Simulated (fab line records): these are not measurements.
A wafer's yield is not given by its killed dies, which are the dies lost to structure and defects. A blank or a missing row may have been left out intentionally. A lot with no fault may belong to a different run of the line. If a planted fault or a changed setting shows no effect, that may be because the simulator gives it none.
What tool caused it? ; flow n5_finfet ; Sampling: 12 lots, 36 wafers, 3 of 1938 route steps

== WHAT THE GAUGES READ, wafer by wafer ==
N5_BEOL_M13_CD_MEAS_10: the cd target is 190 nm. Usual: cd_nm reads 190.0 nm (standard deviation 1.6).
lot;measured;on;cd_nm (nm);flag
L132;day 12 19:28;cd_sem-03;190.1 189.0 189.9;
L131;day 12 21:19;cd_sem-03;191.4 193.4 190.8;
L130;day 12 22:25;cd_sem-01;190.4 190.8 191.6;
L134;day 13 09:46;cd_sem-02;188.8 189.0 188.3;
L137;day 13 23:32;cd_sem-02;188.8 188.8 190.1;
L135;day 14 01:44;cd_sem-03;189.8 190.7 190.7;
L142;day 15 16:06;cd_sem-03;187.9 188.9 187.5;
L144;day 16 11:27;cd_sem-01;192.3 193.3 192.4;
L151;day 17 12:33;cd_sem-03;192.2 192.1 192.5;
L150;day 17 13:55;cd_sem-03;192.2 190.3 192.3;
L152;day 17 15:01;cd_sem-02;189.9 188.7 188.7;
L153;day 18 07:46;cd_sem-03;191.0 191.7 190.8;

== WHAT TOOL EACH LOT RAN ON (gives the tool, then ch and the chambers of the sampled wafers, and finally the start) ==
lot;N5_BEOL_M12_SPUTTER_43;N5_BEOL_M12_DEP_53
L132;pvd_sputter-03, day 12 17:48;pecvd-04 ch 0,1,2, day 12 18:53
L131;pvd_sputter-03, day 12 19:32;pecvd-03 ch 0,1, day 12 20:37
L130;pvd_sputter-02, day 12 20:45;pecvd-03 ch 0,1,2, day 12 21:50
L134;pvd_sputter-02, day 13 08:07;pecvd-04 ch 1,2, day 13 09:11
L137;pvd_sputter-03, day 13 21:41;pecvd-04 ch 0,1,2, day 13 22:58
L135;pvd_sputter-01, day 14 00:05;pecvd-02 ch 1,2, day 14 01:10
L142;pvd_sputter-01, day 15 14:19;pecvd-03 ch 1,2, day 15 15:23
L144;pvd_sputter-02, day 16 08:59;pecvd-02 ch 0,1, day 16 10:45
L151;pvd_sputter-01, day 17 10:41;pecvd-02 ch 0,1,2, day 17 11:47
L150;pvd_sputter-02, day 17 12:13;pecvd-02 ch 0,1,2, day 17 13:17
L152;pvd_sputter-03, day 17 13:13;pecvd-04 ch 0,2, day 17 14:18
L153;pvd_sputter-01, day 18 05:49;pecvd-04 ch 0,2, day 18 07:04
- N5_BEOL_M12_SPUTTER_43: material TaN, target thk 15 nm, time 24.19 s.
- N5_BEOL_M12_DEP_53: deposits SiCN from 3MS/NH3, target thk 30 nm, time 10.5 s.

== AS READ BY THE TOOLS THEMSELVES (means over the sampled wafers that have a number; for cases with no such wafer, the mark the record gives instead) ==
N5_BEOL_M12_SPUTTER_43. Usual: bias_v 168.7 V, standard deviation 1.7; cathode_dc_power_W 15000 W, standard deviation 2.4; throttle_valve_pct 30.1 %, standard deviation 1.3.
lot;tool;bias_v (V);cathode_dc_power_W (W);throttle_valve_pct (%);flag
L132;pvd_sputter-03;169.4;14999;30.5;
L131;pvd_sputter-03;168.5;14999;29.0;
L130;pvd_sputter-02;169.3;15000;30.0;
L134;pvd_sputter-02;169.4;14999;30.2;
L137;pvd_sputter-03;168.7;15000;28.8;
L135;pvd_sputter-01;167.5;14997;31.3;
L142;pvd_sputter-01;168.2;15002;31.0;
L144;pvd_sputter-02;169.6;15001;29.7;
L151;pvd_sputter-01;170.0;15001;30.2;
L150;pvd_sputter-02;168.8;15000;29.4;
L152;pvd_sputter-03;169.5;15000;29.6;
L153;pvd_sputter-01;167.3;15000;30.3;

N5_BEOL_M12_DEP_53. Usual: showerhead_plenum_p_Torr 4.150 Torr, standard deviation 0.024; throttle_valve_pct 18.5 %, standard deviation 1.
lot;tool;showerhead_plenum_p_Torr (Torr);throttle_valve_pct (%);flag
L132;pecvd-04;4.146;18.0;
L131;pecvd-03;4.165;20.2;
L130;pecvd-03;4.169;19.0;
L134;pecvd-04;4.132;17.7;
L137;pecvd-04;4.147;18.1;
L135;pecvd-02;4.132;18.9;
L142;pecvd-03;4.170;18.0;
L144;pecvd-02;4.146;19.4;
L151;pecvd-02;4.143;18.9;
L150;pecvd-02;4.148;18.9;
L152;pecvd-04;4.123;17.7;
L153;pecvd-04;4.125;17.8;

== THE ANSWER, worked out from the rows above alone ==
Rule: a lot is off if the mean of its wafers that have a number lies more than 3 standard deviations from the usual mean. Also off: a lot with no number at a reading for which 4 or more lots have one. Where the step has rows for the other lots, those lots are counted as sound. After the gauges, taken in route order, come the tools' own readings; for these a lot's mean is taken, as printed above. The first step at which some lot is off is used, and at that step the reading that is off furthest; a lot without a number counts as furthest.
No lot is off on any of the readings shown, so nothing can be concluded from this.

== WHAT HAD BEEN PUT IN BY THE SIMULATOR ==
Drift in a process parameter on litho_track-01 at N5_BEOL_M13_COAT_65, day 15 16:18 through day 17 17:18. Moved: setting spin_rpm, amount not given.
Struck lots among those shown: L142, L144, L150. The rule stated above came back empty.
